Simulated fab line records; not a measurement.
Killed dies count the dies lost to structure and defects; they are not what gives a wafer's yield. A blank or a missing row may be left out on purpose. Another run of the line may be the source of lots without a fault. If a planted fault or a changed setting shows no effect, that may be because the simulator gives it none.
fab line records ; flow nandHarc
[record] lots = 13; wafers = 39; lastDay = 34
route steps=1302 shown A_CONTACT@1094 A_BLC@1112
lots untouched by any fault: they come from a run of this same line in which no faults occurred
startH: the number of hours between the record's first day and the start of the first shown wafer of the lot ; waitH: hours from the lot's prior step to this one ; " identical to the entry in the row above ; L1.1+2: several wafers, shown together as one row ; - no value, or no start given ; * or withheld: withheld ; < > ~ a bound
route shown NAME@n: a module of which the file shows steps, and the number in the route of the first ; usual: average and standard deviation across the fault-free wafers ; same: alike in all rows ; chamber/n: place in a boat ; sites: the reading at each site ; _std_site: the values' standard deviation ; _edge_site: mean of outer sites minus mean of inner sites ; radiusMm: for every site, how far away it sits from the centre of the wafer ; mask NAME#n: copy n ; behind: the last tool/chamber to shape the wafer ; hold: why the lot went on hold/how many hours it stayed there/how the hold came to an end ; device: whichever transistor did not switch (one of n, p or np) ; end of line: at the end of the route, the tests of the same wafers ; step lacking rows: just its recipe ; killed: dies lost to structure and defects at the first sort, not the wafer's yield ; map: a wafer's dies, marking killed ones x, the rest . and places with no die _
set.NAME: the setting the step ran with; set.NAME@STEP: the setting that earlier step ran with ; model.NAME: the simulator's own value behind a step, which no gauge read
one table for each step of the route and one row for each wafer, over a sample of lots
services: from which hour (startH, from the record's first day; less than 0 if before it) a tool's chamber was out of use, for how many hours, and why
[[steps]]
[step NHARC_A_CONTACT_CD_MEAS_15]
[usual] cdNm = 190.1/0.51
lot.wafer;tool;chamber;startH;waitH;cdNm
L335.1;cdSem-01;-;535.04;-;190.4
L335.2;cdSem-01;-;535.04;-;189.6
L335.6;cdSem-01;-;535.04;-;189.3
L334.3;cdSem-02;-;536.94;-;190.5
L334.4;cdSem-02;-;536.94;-;189.5
L334.6;cdSem-02;-;536.94;-;190.0
L336.2;cdSem-01;-;541.48;-;189.5
L336.3;cdSem-01;-;541.48;-;190.6
L336.4;cdSem-01;-;541.48;-;189.9
L337.1;cdSem-01;-;548.13;-;190.2
L337.3;cdSem-01;-;548.13;-;190.1
L337.6;cdSem-01;-;548.13;-;189.6
L338.4;cdSem-01;-;564.90;-;189.7
L338.5;cdSem-01;-;564.90;-;189.8
L338.6;cdSem-01;-;564.90;-;189.6
L339.1;cdSem-03;-;586.57;-;190.5
L339.2;cdSem-03;-;586.57;-;189.8
L339.5;cdSem-03;-;586.57;-;190.3
L344.1;cdSem-01;-;629.08;-;190.6
L344.2;cdSem-01;-;629.08;-;190.8
L344.4;cdSem-01;-;629.08;-;190.9
L343.2;cdSem-02;-;634.87;-;190.1
L343.3;cdSem-02;-;634.87;-;190.0
L343.4;cdSem-02;-;634.87;-;190.3
L342.1;cdSem-03;-;638.34;-;190.2
L342.3;cdSem-03;-;638.34;-;190.5
L342.6;cdSem-03;-;638.34;-;190.0
L351.1;cdSem-02;-;694.50;-;189.5
L351.3;cdSem-02;-;694.50;-;190.6
L351.4;cdSem-02;-;694.50;-;190.8
L353.2;cdSem-02;-;712.23;-;189.9
L353.5;cdSem-02;-;712.23;-;189.9
L353.6;cdSem-02;-;712.23;-;190.8
L355.3;cdSem-03;-;718.96;-;189.8
L355.4;cdSem-03;-;718.96;-;190.8
L355.6;cdSem-03;-;718.96;-;191.0
L356.2;cdSem-01;-;763.49;-;189.4
L356.3;cdSem-01;-;763.49;-;188.4
L356.4;cdSem-01;-;763.49;-;190.0
[step NHARC_A_CONTACT_CMP_20]
[recipe] tOverpolishS = 30; targetThkNm = 300
[usual] motorCurrentA = 12.0/0.92; overpolishRunS = 30.001/0.0091; retainingRingPressureFrac = 1.001/0.0053; timeToEndpointS = 60.3/3
[same] tOverpolishS = 30
lot.wafer;tool;chamber;startH;waitH;motorCurrentA;overpolishRunS;retainingRingPressureFrac;timeToEndpointS
L335.2;cmp-04;2;537.16;0.7;12.0;30.010;0.984;59.3
L335.1;cmp-04;3;537.16;0.7;10.1;30.002;0.993;58.7
L335.6;cmp-04;0;537.16;0.7;11.1;30.014;0.999;60.6
L334.3;cmp-03;1;538.96;0.5;12.8;29.992;1.001;61.5
L334.4;cmp-03;0;538.96;0.5;13.1;30.004;0.995;63.3
L334.6;cmp-03;2;538.96;0.5;12.3;29.989;0.998;56.6
L336.3;cmp-02;1;543.52;0.4;12.8;29.992;1.006;56.6
L336.2;cmp-02;2;543.52;0.4;12.6;30.007;1.015;63.4
L336.4;cmp-02;3;543.52;0.4;11.0;30.017;1.000;59.1
L337.1;cmp-04;2;550.65;0.8;11.7;29.994;0.994;63.4
L337.3;cmp-04;3;550.65;0.8;10.6;30.014;1.013;62.7
L337.6;cmp-04;3;550.65;0.8;10.6;29.999;1.007;62.8
L338.4;cmp-02;1;566.93;0.4;13.8;29.985;0.997;58.7
L338.6;cmp-02;1;566.93;0.4;13.1;29.998;1.000;56.9
L338.5;cmp-02;2;566.93;0.4;11.8;30.000;0.994;65.5
L339.2;cmp-03;2;588.65;0.7;11.3;30.022;0.988;57.2
L339.1;cmp-03;3;588.65;0.7;11.5;29.981;1.007;59.1
L339.5;cmp-03;0;588.65;0.7;13.5;29.992;1.004;64.8
L344.2;cmp-04;2;631.10;0.6;11.6;30.001;0.994;60.3
L344.4;cmp-04;3;631.10;0.6;11.1;30.014;1.003;60.3
L344.1;cmp-04;1;631.10;0.6;11.3;29.997;1.001;64.5
L343.4;cmp-03;1;636.94;0.4;12.8;30.001;1.001;60.4
L343.3;cmp-03;2;636.94;0.4;11.8;29.997;0.995;55.8
L343.2;cmp-03;3;636.94;0.4;11.7;29.986;0.999;58.7
L342.3;cmp-02;1;641.27;0.4;13.0;29.997;1.010;58.6
L342.1;cmp-02;2;641.27;0.4;11.7;30.007;1.008;61.3
L342.6;cmp-02;3;641.27;0.4;11.5;30.011;1.010;57.3
L351.3;cmp-04;1;696.99;0.4;10.5;30.007;1.004;64.4
L351.1;cmp-04;2;696.99;0.4;12.4;30.001;1.003;60.5
L351.4;cmp-04;0;696.99;0.4;11.2;29.992;0.998;63.3
L353.2;cmp-03;0;714.29;0.7;13.0;30.016;0.997;57.9
L353.6;cmp-03;3;714.29;0.7;12.2;29.988;1.001;57.6
L353.5;cmp-03;0;714.29;0.7;13.7;30.015;1.000;62.1
L355.3;cmp-04;0;721.02;0.4;10.9;30.002;1.000;62.7
L355.4;cmp-04;1;721.02;0.4;10.3;30.000;0.997;61.2
L355.6;cmp-04;0;721.02;0.4;11.3;30.010;0.995;61.5
L356.2;cmp-02;1;765.71;0.6;12.9;30.008;1.005;58.6
L356.3;cmp-02;3;765.71;0.6;11.5;29.999;1.001;58.7
L356.4;cmp-02;0;765.71;0.6;13.6;30.009;0.999;58.4
[step NHARC_A_BLC_SOFTBAKE_05]
[recipe] tempC = 105; timeS = 55
[usual] heaterPowerTotalW = 188.44/0.12
lot.wafer;tool;chamber;startH;waitH;heaterPowerTotalW
L335.1;lithoTrack-01;0;537;-;188.39
L335.2;lithoTrack-01;0;537;-;188.32
L335.6;lithoTrack-01;0;537;-;188.30
L334.3;lithoTrack-06;0;539;-;188.48
L334.4;lithoTrack-06;0;539;-;188.36
L334.6;lithoTrack-06;0;539;-;188.31
L336.2;lithoTrack-04;0;543;-;188.43
L336.3;lithoTrack-04;0;543;-;188.38
L336.4;lithoTrack-04;0;543;-;188.34
L337.1;lithoTrack-01;0;551;-;188.40
L337.3;lithoTrack-01;0;551;-;188.31
L337.6;lithoTrack-01;0;551;-;188.63
L338.4;lithoTrack-06;0;567;-;188.29
L338.5;lithoTrack-06;0;567;-;188.35
L338.6;lithoTrack-06;0;567;-;188.41
L339.1;lithoTrack-01;0;589;-;188.38
L339.2;lithoTrack-01;0;589;-;188.66
L339.5;lithoTrack-01;0;589;-;188.67
L344.1;lithoTrack-04;0;631;-;188.54
L344.2;lithoTrack-04;0;631;-;188.24
L344.4;lithoTrack-04;0;631;-;188.37
L343.2;lithoTrack-04;0;637;-;188.33
L343.3;lithoTrack-04;0;637;-;188.47
L343.4;lithoTrack-04;0;637;-;188.43
L342.1;lithoTrack-01;0;641;-;188.34
L342.3;lithoTrack-01;0;641;-;188.46
L342.6;lithoTrack-01;0;641;-;188.31
L351.1;lithoTrack-06;0;697;-;181.76
L351.3;lithoTrack-06;0;697;-;182.18
L351.4;lithoTrack-06;0;697;-;181.84
L353.2;lithoTrack-06;0;714;-;182.06
L353.5;lithoTrack-06;0;714;-;182.06
L353.6;lithoTrack-06;0;714;-;181.88
L355.3;lithoTrack-01;0;721;-;188.44
L355.4;lithoTrack-01;0;721;-;188.41
L355.6;lithoTrack-01;0;721;-;188.45
L356.2;lithoTrack-04;0;766;-;188.47
L356.3;lithoTrack-04;0;766;-;188.40
L356.4;lithoTrack-04;0;766;-;188.32
[step NHARC_A_BLC_DESCUM_15]
[recipe] timeS = 3; o2FlowSccm = 200; arFlowSccm = 0; biasPowerW = 0; chemistry = O2
[usual] drypumpMotorCurrentA = 5.6/0.48; oesProductAu = 1.002/0.011; rfVppV = 57.6/0.88; showerheadPlenumPTorr = 1.89/0.077; throttleValvePct = 11.310/0.0092
lot.wafer;tool;chamber;startH;waitH;drypumpMotorCurrentA;oesProductAu;rfHoursCounterH;rfVppV;showerheadPlenumPTorr;throttleValvePct
L335.2;rieDiel-12;1;538.21;0.1;5.8;0.999;5;57.4;1.85;11.317
L335.1;rieDiel-12;3;538.21;0.1;5.6;0.981;5;57.5;1.86;11.304
L335.6;rieDiel-12;1;538.21;0.1;5.8;0.993;-;57.2;1.85;11.322
L334.3;rieDiel-12;2;540.05;0.1;5.3;1.003;5;57.8;1.89;11.296
L334.4;rieDiel-12;3;540.05;0.1;5.5;0.980;5;57.1;1.85;11.325
L334.6;rieDiel-12;2;540.05;0.1;5.3;0.995;-;58.1;1.89;11.296
L336.4;rieDiel-12;3;544.59;0.1;5.6;0.982;5;57.4;1.86;11.295
L336.2;rieDiel-12;0;544.59;0.1;6.6;1.019;6;58.6;1.94;11.303
L336.3;rieDiel-12;1;544.59;0.1;5.8;1.005;6;55.6;1.85;11.286
L337.1;rieDiel-09;3;551.75;0.1;5.3;0.997;16;58.4;2.07;11.327
L337.3;rieDiel-09;1;551.75;0.1;5.4;1.003;14;58.2;1.95;11.306
L337.6;rieDiel-09;2;551.75;0.1;5.8;0.992;-;58.9;1.94;11.299
L338.4;rieDiel-08;2;568.04;0.1;5.5;1.024;1;56.6;1.77;11.314
L338.5;rieDiel-08;0;568.04;0.1;5.1;0.996;-;57.3;1.98;11.306
L338.6;rieDiel-08;1;568.04;0.1;4.9;1.008;-;57.1;1.81;11.300
L339.2;rieDiel-08;3;589.71;0.1;6.0;0.989;3;58.1;1.96;11.300
L339.1;rieDiel-08;0;589.71;0.1;5.1;1.005;3;58.8;1.98;11.310
L339.5;rieDiel-08;2;589.71;0.1;5.5;1.014;-;58.4;1.77;11.295
L344.1;rieDiel-12;2;632.19;0.1;5.3;0.991;0;58.2;1.89;11.313
L344.4;rieDiel-12;3;632.19;0.1;5.6;0.995;0;57.2;1.85;11.307
L344.2;rieDiel-12;0;632.19;0.1;6.6;1.005;0;56.8;1.94;11.313
L343.2;rieDiel-12;3;637.88;0.1;5.6;0.990;1;56.1;1.85;11.314
L343.4;rieDiel-12;0;637.88;0.1;6.6;1.011;1;57.4;1.94;11.321
L343.3;rieDiel-12;1;637.88;0.1;5.8;0.994;1;57.3;1.85;11.306
L342.1;rieDiel-08;3;642.23;0.1;6.0;1.009;7;58.6;1.96;11.301
L342.3;rieDiel-08;0;642.23;0.1;5.2;1.004;7;57.8;1.98;11.308
L342.6;rieDiel-08;2;642.23;0.1;5.5;1.013;-;57.1;1.77;11.309
L351.3;rieDiel-12;0;698.09;0.1;6.6;0.985;4;57.1;1.94;11.325
L351.4;rieDiel-12;2;698.09;0.1;5.3;0.998;4;58.5;1.89;11.309
L351.1;rieDiel-12;3;698.09;0.1;5.5;0.987;4;58.3;1.85;11.307
L353.2;rieDiel-12;3;715.37;0.1;5.5;0.996;5;56.3;1.85;11.319
L353.5;rieDiel-12;2;715.37;0.1;5.3;1.012;-;57.5;1.89;11.308
L353.6;rieDiel-12;3;715.37;0.1;5.5;0.995;-;55.6;1.85;11.309
L355.3;rieDiel-12;2;721.99;0.1;5.3;1.004;6;57.6;1.89;11.315
L355.4;rieDiel-12;1;721.99;0.1;5.8;1.007;7;57.8;1.85;11.307
L355.6;rieDiel-12;2;721.99;0.1;5.3;1.009;-;58.9;1.89;11.304
L356.4;rieDiel-08;1;766.81;0.1;4.9;1.012;2;58.2;1.80;11.316
L356.2;rieDiel-08;2;766.81;0.1;5.5;1.000;2;56.3;1.77;11.318
L356.3;rieDiel-08;0;766.81;0.1;5.1;1.001;2;58.0;1.97;11.317
[[services]]
tool;chamber;startH;hours;kind
cmp-02;-;526.53;4.0;pm
cmp-04;-;528.55;5.5;repair
lithoTrack-06;-;529.00;7.0;pm
cmp-04;-;534.11;0.3;repair
rieDiel-08;0;538.92;8.0;repair
rieDiel-08;-;544.86;9.0;pm
lithoTrack-04;-;553.00;7.0;pm
cmp-03;-;554.79;4.0;pm
rieDiel-12;-;567.47;0.2;repair
rieDiel-08;2;574.36;6.6;repair
rieDiel-08;1;582.15;21.5;repair
cmp-04;-;601.13;4.0;pm
rieDiel-12;-;622.40;9.0;pm
cmp-02;-;624.53;4.0;pm
cmp-02;-;635.36;1.6;repair
cmp-02;-;646.98;2.1;repair
cmp-03;-;652.79;4.0;pm
rieDiel-12;0;657.81;24.3;repair
cmp-04;-;664.30;2.4;repair
lithoTrack-01;-;680.00;7.0;pm
rieDiel-12;1;687.56;3.6;repair
cmp-04;-;699.13;4.0;pm
rieDiel-12;-;732.71;0.6;repair
rieDiel-12;3;761.87;1.9;repair
[[key]]
[firstSign] step = NHARC_A_BLC_SOFTBAKE_05; reading = heaterPowerTotalW; direction = down; sigmas = 53; usual = *; struck = *
effect none on later readings
metAt NHARC_A_BLC_SOFTBAKE_05
struckLots L351,L353
testerLeftOut L351,L353
notActingAt NHARC_A_CONTACT_CD_MEAS_15,NHARC_A_CONTACT_CMP_20,NHARC_A_BLC_DESCUM_15
onsetBetween 567 697
[fault] kind = processParameterDrift; tool = lithoTrack-06; chamber = -; onsetH = 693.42; steps = NHARC_A_BLC_SOFTBAKE_05; channel = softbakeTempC; offset = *; shape = step; endH = 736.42; actsIn = *; stated = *
// testerLeftOut: of these lots the tester's yield and bins aren't shown, on N5 and GAA mostly nor the transistor test; their killed dies are dies lost to structure and defects alone, not to doping, threshold or leakage, so they don't give the yield
